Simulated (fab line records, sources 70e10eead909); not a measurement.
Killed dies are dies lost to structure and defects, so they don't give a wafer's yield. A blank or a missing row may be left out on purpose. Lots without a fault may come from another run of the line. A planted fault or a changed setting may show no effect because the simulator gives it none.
Which tool did it? | flow nand_harc | 21 lots, 63 wafers sampled, at 3 steps of a route of 1159

WHAT THE GAUGES READ, wafer by wafer
NHARC_P_CONTACT_CD_MEAS_19.
lot  | measured     | on        | cd_nm (nm)
L074 | day 5 09:25  | cd_sem-03 | 89.9 89.8 88.2
L076 | day 6 00:17  | cd_sem-03 | 88.4 86.6 87.6
L075 | day 5 23:24  | cd_sem-02 | 90.8 90.7 90.5
L078 | day 6 13:35  | cd_sem-03 | 88.9 88.6 88.8
L077 | day 6 13:53  | cd_sem-03 | 87.5 89.5 88.3
L079 | day 7 00:55  | cd_sem-01 | 87.3 89.1 87.8
L081 | day 7 05:49  | cd_sem-02 | 90.7 88.7 89.6
L080 | day 7 06:37  | cd_sem-03 | 90.7 90.6 89.3
L083 | day 7 17:01  | cd_sem-02 | 89.1 89.8 90.0
L082 | day 7 17:22  | cd_sem-03 | 89.5 87.3 87.7
L085 | day 8 17:02  | cd_sem-01 | 88.9 88.7 88.4
L087 | day 9 01:42  | cd_sem-03 | 88.4 87.2 90.6
L084 | day 9 04:14  | cd_sem-03 | 89.7 87.4 89.6
L088 | day 9 12:24  | cd_sem-01 | 87.6 88.0 90.2
L089 | day 9 10:14  | cd_sem-03 | 88.5 87.7 89.0
L090 | day 9 23:41  | cd_sem-03 | 91.2 89.9 88.6
L093 | day 10 06:44 | cd_sem-02 | 89.2 88.5 89.8
L091 | day 10 07:52 | cd_sem-01 | 89.0 88.6 88.3
L094 | day 10 07:32 | cd_sem-01 | 89.6 89.2 89.1
L092 | day 10 12:50 | cd_sem-02 | 88.6 90.8 87.3
L096 | day 10 23:50 | cd_sem-02 | 90.7 89.1 89.1

WHICH TOOL RAN EACH LOT (tool, then ch and the chambers of the sampled wafers, then the start)
lot  | NHARC_P_GATE_ETCH_114                         | NHARC_P_CONTACT_ETCH_36
L074 | rie_diel-11 ch 2,3, day 5 09:25 or earlier    | rie_diel-05 ch 1,2, day 5 09:25 or earlier
L076 | rie_diel-02 ch 0,1,3, day 6 00:17 or earlier  | rie_diel-13 ch 0,1,2, day 6 00:17 or earlier
L075 | rie_diel-02 ch 1,2, day 5 23:24 or earlier    | rie_diel-05 ch 0,1, day 5 23:24 or earlier
L078 | rie_diel-11 ch 1,2,3, day 6 13:35 or earlier  | rie_diel-05 ch 2,3, day 6 13:35 or earlier
L077 | rie_diel-12 ch 1,2, day 6 13:53 or earlier    | rie_diel-13 ch 0,2, day 6 13:53 or earlier
L079 | rie_diel-11 ch 1,2,3, day 7 00:55 or earlier  | rie_diel-13 ch 0,2,3, day 7 00:55 or earlier
L081 | rie_diel-11 ch 0,3, day 7 05:49 or earlier    | rie_diel-13 ch 0,2,3, day 7 05:49 or earlier
L080 | rie_diel-12 ch 0,2,3, day 7 06:37 or earlier  | rie_diel-05 ch 1,2,3, day 7 06:37 or earlier
L083 | rie_diel-11 ch 1,2,3, day 7 17:01 or earlier  | rie_diel-05 ch 0,1,2, day 7 17:01 or earlier
L082 | rie_diel-02 ch 1,2,3, day 7 17:22 or earlier  | rie_diel-13 ch 2,3, day 7 17:22 or earlier
L085 | rie_diel-12 ch 1,2,3, day 8 17:02 or earlier  | rie_diel-13 ch 1,2,3, day 8 17:02 or earlier
L087 | rie_diel-02 ch 1,2, day 9 01:42 or earlier    | rie_diel-13 ch 1,3, day 9 01:42 or earlier
L084 | rie_diel-11 ch 0,2,3, day 9 04:14 or earlier  | rie_diel-13 ch 1,2,3, day 9 04:14 or earlier
L088 | rie_diel-11 ch 0,2,3, day 9 12:24 or earlier  | rie_diel-05 ch 0,3, day 9 12:24 or earlier
L089 | rie_diel-02 ch 1,2, day 9 10:14 or earlier    | rie_diel-05 ch 0,1, day 9 10:14 or earlier
L090 | rie_diel-02 ch 0,2,3, day 9 23:41 or earlier  | rie_diel-04 ch 0,1,2, day 9 23:41 or earlier
L093 | rie_diel-02 ch 0,1,3, day 10 06:44 or earlier | rie_diel-05 ch 1,2,3, day 10 06:44 or earlier
L091 | rie_diel-12 ch 1,2,3, day 10 07:52 or earlier | rie_diel-05 ch 1,2,3, day 10 07:52 or earlier
L094 | rie_diel-02 ch 1,3, day 10 07:32 or earlier   | rie_diel-13 ch 0,1,3, day 10 07:32 or earlier
L092 | rie_diel-11 ch 1,2,3, day 10 12:50 or earlier | rie_diel-05 ch 0,1,2, day 10 12:50 or earlier
L096 | rie_diel-02 ch 0,1,2, day 10 23:50 or earlier | rie_diel-05 ch 0,1,3, day 10 23:50 or earlier
- NHARC_P_GATE_ETCH_114: etches the open film in CF4/O2, target depth 30 nm, overetch 3 nm, time 16.5 s.
- NHARC_P_CONTACT_ETCH_36: etches the open film in N2/H2, target depth 260 nm, time 406.25 s.

WHAT THE TOOLS THEMSELVES READ (means of the sampled wafers that have a number; where no wafer has one, the mark that the record gives instead)
NHARC_P_GATE_ETCH_114.
lot  | tool        | chamber_pressure_mTorr (mTorr) | drypump_motor_current_A (A) | oes_product_au (a.u.) | rf_vpp_V (V) | showerhead_plenum_p_Torr (Torr) | throttle_valve_pct (%)
L074 | rie_diel-11 | 29.999                         | 5.2                         | 1.009                 | 199.8        | 1.43                            | 13.395
L076 | rie_diel-02 | 29.995                         | 5.7                         | 1.003                 | 199.1        | 1.40                            | 13.399
L075 | rie_diel-02 | 30.032                         | 5.3                         | 1.002                 | 198.3        | 1.30                            | 13.401
L078 | rie_diel-11 | 30.011                         | 5.7                         | 0.998                 | 198.8        | 1.38                            | 13.403
L077 | rie_diel-12 | 29.991                         | 5.5                         | 1.002                 | 196.6        | 1.33                            | 13.401
L079 | rie_diel-11 | 30.012                         | 5.7                         | 1.008                 | 198.2        | 1.38                            | 13.397
L081 | rie_diel-11 | 30.018                         | 5.6                         | 1.008                 | 198.5        | 1.38                            | 13.402
L080 | rie_diel-12 | 29.998                         | 5.8                         | 1.002                 | 198.3        | 1.36                            | 13.397
L083 | rie_diel-11 | 29.991                         | 5.7                         | 1.004                 | 198.6        | 1.38                            | 13.396
L082 | rie_diel-02 | 30.015                         | 5.4                         | 1.009                 | 197.4        | 1.34                            | 13.401
L085 | rie_diel-12 | 30.007                         | 5.6                         | 0.991                 | 196.8        | 1.34                            | 13.395
L087 | rie_diel-02 | 30.005                         | 5.1                         | 0.996                 | 198.0        | 1.33                            | 13.396
L084 | rie_diel-11 | 30.029                         | 5.3                         | 1.006                 | 198.0        | 1.36                            | 13.392
L088 | rie_diel-11 | 29.990                         | 5.3                         | 1.013                 | 199.2        | 1.36                            | 13.397
L089 | rie_diel-02 | 29.990                         | 5.3                         | 1.000                 | 196.9        | 1.29                            | 13.400
L090 | rie_diel-02 | 30.005                         | 5.9                         | 1.006                 | 198.9        | 1.36                            | 13.403
L093 | rie_diel-02 | 30.016                         | 5.7                         | 0.996                 | 198.5        | 1.40                            | 13.394
L091 | rie_diel-12 | 30.013                         | 5.6                         | 0.995                 | 196.8        | 1.33                            | 13.393
L094 | rie_diel-02 | 30.000                         | 5.2                         | 0.996                 | 198.9        | 1.38                            | 13.395
L092 | rie_diel-11 | 29.987                         | 5.7                         | 1.002                 | 199.1        | 1.37                            | 13.398
L096 | rie_diel-02 | 29.967                         | 5.6                         | 0.996                 | 197.5        | 1.35                            | 13.405

NHARC_P_CONTACT_ETCH_36.
lot  | tool        | chamber_pressure_mTorr (mTorr) | drypump_motor_current_A (A) | oes_product_au (a.u.) | rf_vpp_V (V) | showerhead_plenum_p_Torr (Torr) | throttle_valve_pct (%)
L074 | rie_diel-05 | 29.999                         | 6.1                         | 0.995                 | 428.6        | 2.01                            | 14.167
L076 | rie_diel-13 | 29.999                         | 6.0                         | 1.002                 | 431.8        | 2.08                            | 14.169
L075 | rie_diel-05 | 30.014                         | 5.9                         | 0.998                 | 429.0        | 1.97                            | 14.167
L078 | rie_diel-05 | 29.999                         | 6.3                         | 1.005                 | 431.8        | 2.10                            | 14.162
L077 | rie_diel-13 | 29.977                         | 6.2                         | 1.001                 | 431.4        | 2.10                            | 14.176
L079 | rie_diel-13 | 30.000                         | 5.8                         | 0.993                 | 431.0        | 2.04                            | 14.169
L081 | rie_diel-13 | 29.988                         | 5.8                         | 1.003                 | 429.4        | 2.04                            | 14.173
L080 | rie_diel-05 | 30.006                         | 6.1                         | 0.998                 | 429.8        | 2.03                            | 14.176
L083 | rie_diel-05 | 29.991                         | 6.0                         | 0.992                 | 428.8        | 1.99                            | 14.179
L082 | rie_diel-13 | 30.019                         | 5.3                         | 0.988                 | 429.7        | 1.97                            | 14.168
L085 | rie_diel-13 | 29.993                         | 5.5                         | 1.005                 | 429.4        | 2.02                            | 14.176
L087 | rie_diel-13 | 30.004                         | 5.5                         | 1.005                 | 431.7        | 2.09                            | 14.175
L084 | rie_diel-13 | 30.004                         | 5.5                         | 0.999                 | 429.6        | 2.02                            | 14.162
L088 | rie_diel-05 | 29.997                         | 6.2                         | 0.996                 | 431.5        | 2.08                            | 14.176
L089 | rie_diel-05 | 30.027                         | 5.9                         | 0.994                 | 427.4        | 1.93                            | 14.174
L090 | rie_diel-04 | 29.986                         | 5.6                         | 1.001                 | 428.4        | 1.96                            | 14.170
L093 | rie_diel-05 | 29.997                         | 6.2                         | 1.006                 | 430.2        | 2.03                            | 14.166
L091 | rie_diel-05 | 29.997                         | 6.1                         | 0.994                 | 429.1        | 2.03                            | 14.167
L094 | rie_diel-13 | 29.995                         | 5.8                         | 1.007                 | 432.2        | 2.10                            | 14.183
L092 | rie_diel-05 | 29.982                         | 6.0                         | 1.009                 | 429.7        | 1.99                            | 14.173
L096 | rie_diel-05 | 30.007                         | 6.0                         | 0.998                 | 429.2        | 2.01                            | 14.167

THE ANSWER, worked out from the rows above alone
Rule: what is usual is taken from the lots themselves. Put in order of their means at a reading, lots are off if they are a third of the lots or fewer, leave a main group of 4 or more, and stand apart from it by a gap of 3 or more times the standard deviation of the main group's means; of several such gaps the widest counts. A main group whose means are all the same, to the digits that the tables above print for the reading, isn't used. A lot without any number at a reading at which 4 lots or more have one is off too. The other lots that the step has rows for count as sound. The gauges are gone through in route order, then the tools' own readings, and for those a lot's mean is taken as printed above. The first step at which some lot is off is used, and at that step the reading that is off furthest; a lot without a number counts as furthest.
No lot is off at any reading shown: from this, nothing can be told.

WHAT THE SIMULATOR HAD PUT IN
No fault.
